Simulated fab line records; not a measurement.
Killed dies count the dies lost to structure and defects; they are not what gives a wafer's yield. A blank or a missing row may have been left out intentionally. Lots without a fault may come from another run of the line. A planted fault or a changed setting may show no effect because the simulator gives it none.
Which tool did it? | flow nand-harc | 24 lots, 72 wafers sampled, at 2 steps of a route of 1302

## WHAT THE GAUGES READ, wafer by wafer
NHARC_A_DECK1_JOINT_THK_MEAS_17: measures by ellipsometry. Usual: thk-nm 45.1 nm, standard deviation 1.2.
lot  | measured     | on            | thk-nm (nm)    | flag
L074 | day 12 11:45 | film-metro-01 | 44.9 43.6 46.8 |
L075 | day 12 17:24 | film-metro-01 | 44.0 44.6 47.4 |
L077 | day 13 13:01 | film-metro-01 | 46.4 46.6 45.0 |
L076 | day 13 13:01 | film-metro-02 | 45.5 42.7 45.4 |
L079 | day 14 04:23 | film-metro-02 | 43.7 44.6 46.5 |
L078 | day 14 11:00 | film-metro-02 | 46.2 45.4 46.0 |
L080 | day 15 02:02 | film-metro-02 | 44.6 45.3 44.3 |
L081 | day 15 02:11 | film-metro-01 | 44.6 45.3 45.0 |
L082 | day 15 15:25 | film-metro-02 | 45.0 44.4 45.7 |
L083 | day 16 02:10 | film-metro-01 | 46.2 45.9 45.7 |
L084 | day 16 17:48 | film-metro-01 | 44.4 45.1 45.3 |
L085 | day 17 03:03 | film-metro-01 | 44.9 45.9 45.7 |
L087 | day 17 13:16 | film-metro-02 | 44.4 45.2 46.0 |
L086 | day 17 13:16 | film-metro-01 | 44.6 45.2 46.8 |
L088 | day 18 09:50 | film-metro-01 | 42.6 45.9 46.1 |
L089 | day 18 16:55 | film-metro-02 | 44.0 44.5 43.3 |
L091 | day 19 09:17 | film-metro-02 | 46.3 45.2 44.7 |
L090 | day 19 09:17 | film-metro-01 | 43.9 43.6 45.0 |
L092 | day 19 19:57 | film-metro-01 | 43.8 44.0 43.1 |
L093 | day 20 12:17 | film-metro-01 | 44.3 46.5 45.3 |
L095 | day 21 01:22 | film-metro-02 | 43.0 44.5 46.7 |
L094 | day 21 04:19 | film-metro-01 | 46.4 46.6 47.2 |
L096 | day 21 06:53 | film-metro-01 | 44.8 43.8 44.7 |
L097 | day 22 02:32 | film-metro-01 | 46.0 45.7 45.5 |

NHARC_A_ONON_D2_THK_MEAS_21: measures by ellipsometry. Usual: thk-nm 998 nm, standard deviation 8.1.
lot  | measured     | on            | thk-nm (nm)    | flag
L074 | day 12 22:59 | film-metro-01 | 993 991 994    |
L075 | day 13 04:50 | film-metro-02 | 1003 1002 1002 |
L077 | day 14 00:26 | film-metro-01 | 991 990 992    |
L076 | day 14 00:26 | film-metro-02 | 1013 1010 1011 |
L079 | day 14 15:34 | film-metro-02 | 1017 1015 1016 |
L078 | day 14 21:49 | film-metro-02 | 992 990 989    |
L080 | day 15 13:13 | film-metro-01 | 999 999 998    |
L081 | day 15 13:13 | film-metro-02 | 991 991 989    |
L082 | day 16 02:13 | film-metro-02 | 986 985 985    |
L083 | day 16 13:17 | film-metro-01 | 998 997 998    |
L084 | day 17 05:15 | film-metro-01 | 1005 1003 1006 |
L085 | day 17 17:05 | film-metro-02 | 1010 1007 1009 |
L087 | day 18 00:46 | film-metro-01 | 988 988 987    |
L086 | day 18 00:46 | film-metro-02 | 1004 1003 1004 |
L088 | day 18 23:47 | film-metro-01 | 993 994 995    |
L089 | day 19 03:41 | film-metro-02 | 993 995 994    |
L091 | day 19 20:01 | film-metro-02 | 1003 1003 1003 |
L090 | day 19 20:02 | film-metro-01 | 1005 1002 1005 |
L092 | day 20 07:04 | film-metro-01 | 998 997 997    |
L093 | day 20 23:07 | film-metro-01 | 990 991 991    |
L095 | day 21 16:33 | film-metro-01 | 999 999 997    |
L094 | day 21 16:25 | film-metro-01 | 991 992 995    |
L096 | day 21 16:46 | film-metro-01 | 1003 1001 1005 |
L097 | day 22 13:59 | film-metro-02 | 983 983 984    |

## EACH LOT AND THE TOOL THAT RAN IT (in order: tool; ch and the chambers of the sampled wafers; start)
No process step before these readings appears in the record.

## AS READ BY THE TOOLS THEMSELVES (means over the sampled wafers that have a number; for cases with no such wafer, the mark the record gives instead)
The record holds no such reading with a usual standard deviation.

## THE ANSWER, worked out from the rows above alone
Rule: a lot counts as off when the mean over its wafers that have a number is more than 3 standard deviations away from the usual mean. Also off: a lot with no number at a reading for which 4 or more lots have one. The other lots that the step has rows for count as sound. The gauges are gone through in route order, then the tools' own readings, and for those a lot's mean is taken as printed above. The first step at which some lot is off is used, and at that step the reading that is off furthest; a lot without a number counts as furthest.
No lot is off at any reading shown: from this, nothing can be told.

## WHAT THE SIMULATOR HAD INSERTED
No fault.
